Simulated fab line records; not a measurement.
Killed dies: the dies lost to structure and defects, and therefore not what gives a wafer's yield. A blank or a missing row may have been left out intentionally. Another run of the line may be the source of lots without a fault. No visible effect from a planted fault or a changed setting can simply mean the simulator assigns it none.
A struck lot beside a sound one + flow nand-harc + 14 out of 1159 route steps
Sound: wafers L136.1, L136.3, L136.4. Struck: wafer L130.4. (L130.1, L130.5 of the same lot were not struck and are left out.) The cause comes at the end.
For every step that has rows: the tool of each side, followed by ch and its chambers, followed by its first start. Under that, the readings that differ: sound wafers + struck wafers + difference of the means + sigmas: that difference in standard deviations of wafers without a fault.
alike: a reading whose means differ by less than 2 such deviations, as well as words and numbers matching on both sides. not compared: withheld readings; readings where some wafer has no value; bounds like >300 that might hide an equal value; numbers whose values overlap and for which the record gives no deviation.
The two part at a step that has a row with sigmas, a row that says differs or no value, or rows on one side only. Numbers that have no deviation but don't overlap get no sigmas and don't part them. A reading missing from all wafers of one side parts the sides only when that side holds two or more wafers.

NHARC_A_ZERO_WELL_INSPECT_17:
  sound on defect-inspect-02 at day 9 21:30; struck on defect-inspect-02 at day 8 10:06
  alike: raw-defect-count
then, 3 steps without rows for these wafers: NHARC_A_SOURCE_PLATE_PRECLEAN_00 (cleans in HF-LAST, time 60 s); NHARC_A_SOURCE_PLATE_SRD_01; NHARC_A_SOURCE_PLATE_OXIDE_02 (material SiO2, target thk 10 nm, ox time 1362 s).
NHARC_A_SOURCE_PLATE_THK_MEAS_09: measures by ellipsometry.
  sound on film-metro-02 at day 10 04:34; struck on film-metro-01 at day 8 15:20
  alike: thk-nm
then, 3 steps without rows for these wafers: NHARC_A_SOURCE_PLATE_PVD_04 (deposits WSi2, target thk 50 nm); NHARC_A_SOURCE_PLATE_CVD_03 (deposits poly-Si, target thk 200 nm, time 4000 s); NHARC_A_SOURCE_PLATE_ANNEAL_05 (time 1800 s).
NHARC_A_SOURCE_PLATE_THK_MEAS_06: measures by ellipsometry.
  sound on film-metro-01 at day 10 17:49; struck on film-metro-01 at day 9 04:29
  alike: thk-nm
NHARC_A_SOURCE_PLATE_INSPECT_08:
  sound on defect-inspect-02 at day 10 17:53; struck on defect-inspect-02 at day 9 04:32
  alike: raw-defect-count
NHARC_A_ONON_D1_DEP_00: target thk 1000 nm.
  sound on pecvd-onon-02 ch 0, day 10 17:57; struck on pecvd-onon-03 ch 0, day 9 04:37
NHARC_A_ONON_D1_THK_MEAS_02: measures by ellipsometry.
  sound on film-metro-01 at day 10 18:27; struck on film-metro-01 at day 9 05:07
| reading     | sound          | struck | difference | sigmas |
|-------------|----------------|--------|------------|--------|
| thk-nm (nm) | 1010 1009 1010 | 1643   | +633       | +68    |
then, no rows for these wafers at 1 step: NHARC_A_ONON_D1_DEP_03 (target thk 1000 nm).
-- break in the record here, with 12 days between the starts of the struck wafers on either side (left off in module A_ONON_D1, picked up again in module END, where the first step shown is number 1159 on the route) --
NHARC_END_SORT_01:
  here the record holds rows for the struck wafers (prober-02 ch 0, day 21 07:23) but none for the sound ones

== WHERE THEY PART ==
Earliest at NHARC_A_ONON_D1_THK_MEAS_02; latest, in this record, at NHARC_END_SORT_01.

WHY: the cause the simulator had injected
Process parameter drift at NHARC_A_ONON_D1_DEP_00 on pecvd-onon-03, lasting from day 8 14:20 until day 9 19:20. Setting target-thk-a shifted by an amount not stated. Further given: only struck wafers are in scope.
